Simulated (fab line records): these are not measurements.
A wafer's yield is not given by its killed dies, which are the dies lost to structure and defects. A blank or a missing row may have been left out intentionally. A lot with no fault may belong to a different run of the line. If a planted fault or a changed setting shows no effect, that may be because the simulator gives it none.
Split-lot trial + flow n5 finfet + route with 1938 steps; 7 lots, 39 wafers read

THE SPLIT ITSELF
At N5_SD_EPI_N_ETCH_35 (etches SOC in N2/H2, overetch 108 nm, time 486 s), the setting time s was moved away from the recipe's 486 s on 18 of the 39 wafers read, by -45.5% to +52.3%. For the rest of the wafers, this setting stayed at what the recipe calls for.

FROM THE SPLIT TO THE READING: what the file shows between them, 2 steps
- N5_SD_EPI_N_STRIP_36: strips in N2/H2
- N5_SD_EPI_N_ETCHBACK_44: etches SiNx in CH3F/O2, stops on SiO2, target depth 14.5 nm

THE READING
SD_EPI_N.cd nm (the simulator's own value, which no gauge read), in nm, at N5_SD_EPI_N_ETCH_45 (etches SiOCN in CH3F/O2, target depth 6 nm). The file does not state a usual value for it. Here, 21 wafers ran the recipe; their average is 120.8 nm with a standard deviation of 1.1 nm.

| wafer  | tool, chamber at the split | time s as run, s | against the recipe | SD_EPI_N.cd nm, nm | against lot-mates on the recipe |
|--------|----------------------------|------------------|--------------------|--------------------|---------------------------------|
| L077.1 | rie diel-05, 3             | 486              | recipe             | 121.4              | -                               |
| L077.3 | rie diel-05, 2             | 486              | recipe             | 121.4              | -                               |
| L077.4 | rie diel-05, 1             | 486              | recipe             | 121.4              | -                               |
| L077.2 | rie diel-05, 1             | 740.3            | +52.3%             | 128.6              | +7.2                            |
| L077.6 | rie diel-05, 3             | 740.3            | +52.3%             | 128.6              | +7.2                            |
| L077.5 | rie diel-05, 2             | 740.3            | +52.3%             | 130.2              | +8.8                            |
| L079.1 | rie diel-01, 2             | 486              | recipe             | 120                | -                               |
| L079.2 | rie diel-01, 3             | 486              | recipe             | 120.4              | -                               |
| L079.3 | rie diel-01, 1             | 713              | +46.7%             | 127.6              | +7.7                            |
| L079.4 | rie diel-01, 0             | 486              | recipe             | 119.2              | -                               |
| L079.5 | rie diel-01, 0             | 713              | +46.7%             | 127.4              | +7.5                            |
| L079.6 | rie diel-01, 3             | 713              | +46.7%             | 128.2              | +8.3                            |
| L081.3 | rie diel-06, 2             | 486              | recipe             | 120.8              | -                               |
| L081.4 | rie diel-06, 1             | 486              | recipe             | 121.8              | -                               |
| L081.5 | rie diel-06, 0             | 486              | recipe             | 122.8              | -                               |
| L086.1 | rie diel-05, 3             | 486              | recipe             | 120.6              | -                               |
| L086.2 | rie diel-05, 2             | 486              | recipe             | 121.8              | -                               |
| L086.3 | rie diel-05, 2             | 579.4            | +19.2%             | 123.8              | +2.1                            |
| L086.6 | rie diel-05, 3             | 579.4            | +19.2%             | 123.8              | +2.1                            |
| L086.4 | rie diel-05, 3             | 579.4            | +19.2%             | 124.2              | +2.5                            |
| L086.5 | rie diel-05, 2             | 486              | recipe             | 122.6              | -                               |
| L087.1 | rie diel-06, 3             | 486              | recipe             | 120                | -                               |
| L087.2 | rie diel-06, 0             | 687.4            | +41.4%             | 127.4              | +6.5                            |
| L087.6 | rie diel-06, 2             | 687.4            | +41.4%             | 127.4              | +6.5                            |
| L087.3 | rie diel-06, 2             | 687.4            | +41.4%             | 125.8              | +4.9                            |
| L087.4 | rie diel-06, 1             | 486              | recipe             | 120.6              | -                               |
| L087.5 | rie diel-06, 1             | 486              | recipe             | 122                | -                               |
| L088.1 | rie diel-01, 3             | 385.8            | -20.6%             | 116                | -2.9                            |
| L088.3 | rie diel-01, 1             | 385.8            | -20.6%             | 116                | -2.9                            |
| L088.2 | rie diel-01, 0             | 486              | recipe             | 119                | -                               |
| L088.4 | rie diel-01, 2             | 486              | recipe             | 119                | -                               |
| L088.5 | rie diel-01, 2             | 385.8            | -20.6%             | 115.4              | -3.5                            |
| L088.6 | rie diel-01, 3             | 486              | recipe             | 118.8              | -                               |
| L095.1 | rie diel-01, 1             | 486              | recipe             | 121                | -                               |
| L095.2 | rie diel-01, 3             | 486              | recipe             | 121.2              | -                               |
| L095.3 | rie diel-01, 2             | 264.8            | -45.5%             | 112.6              | -8.2                            |
| L095.4 | rie diel-01, 0             | 264.8            | -45.5%             | 113.2              | -7.6                            |
| L095.5 | rie diel-01, 2             | 486              | recipe             | 120.2              | -                               |
| L095.6 | rie diel-01, 3             | 264.8            | -45.5%             | 113.8              | -7.0                            |

THE FIT
A straight line over all 39 wafers: SD_EPI_N.cd nm changes by +0.163 nm for each +1% of time s; r = +0.97; the points scatter about the line by 1 nm.
The same after taking each lot's own level away (the mean of its wafers on the recipe; 39 wafers): +0.156 nm for each +1%; r = +0.99; scatter 0.67 nm.
Per that fit: largest time s move, reading shift of 8.2 nm.
Across the lots, their own levels run from 118.93 to 121.80 nm, a range of 2.5 times the standard deviation given above.
Consequently the slope shifts little with the lot-to-lot level, the two slopes agreeing.
Check: with one of the wafers moved furthest among these (+52.3%) left out of the fit, the line predicts +8.16 nm for it against its lot-mates. Against them it came out at +7.2 nm.

FURTHER SPLITS ON THESE WAFERS
Before the reading, these wafers also passed through other splits. Each is held against what the fit with the lots' levels taken away leaves over:
| other split on the same wafers                 | wafers away from the commonest value | r with SD_EPI_N.cd nm (lot level and that fit taken away) |
|------------------------------------------------|--------------------------------------|-----------------------------------------------------------|
| N5_PMOS_HMC_CHANNEL_EPI_ETCH_38 target depth a | 12                                   | -0.09                                                     |

THE WHOLE CHAIN: every reading that the file lists as answering this split, in the file's order
| step                | what it does                                     | reading                                                                           | change (the file's fit)               | r (the file's) |
|---------------------|--------------------------------------------------|-----------------------------------------------------------------------------------|---------------------------------------|----------------|
| N5_SD_EPI_N_ETCH_35 | etches SOC in N2/H2, overetch 108 nm, time 486 s | SD_EPI_N.cd nm (the simulator's own value, which no gauge read)                   | +0.156 nm for each +1% of the setting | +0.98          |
| N5_SD_EPI_N_ETCH_35 | etches SOC in N2/H2, overetch 108 nm, time 486 s | SiARC_of_SD_EPI_N_COAT_33.thk nm (the simulator's own value, which no gauge read) | -0.152 nm for each +1% of the setting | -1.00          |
| N5_SD_EPI_N_ETCH_45 | etches SiOCN in CH3F/O2, target depth 6 nm       | SD_EPI_N.cd nm (the simulator's own value, which no gauge read)                   | +0.155 nm for each +1% of the setting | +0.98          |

THE FILE'S OWN FIT
SD_EPI_N.cd nm changes by +0.155 nm for each +1% of time s, r = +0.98.
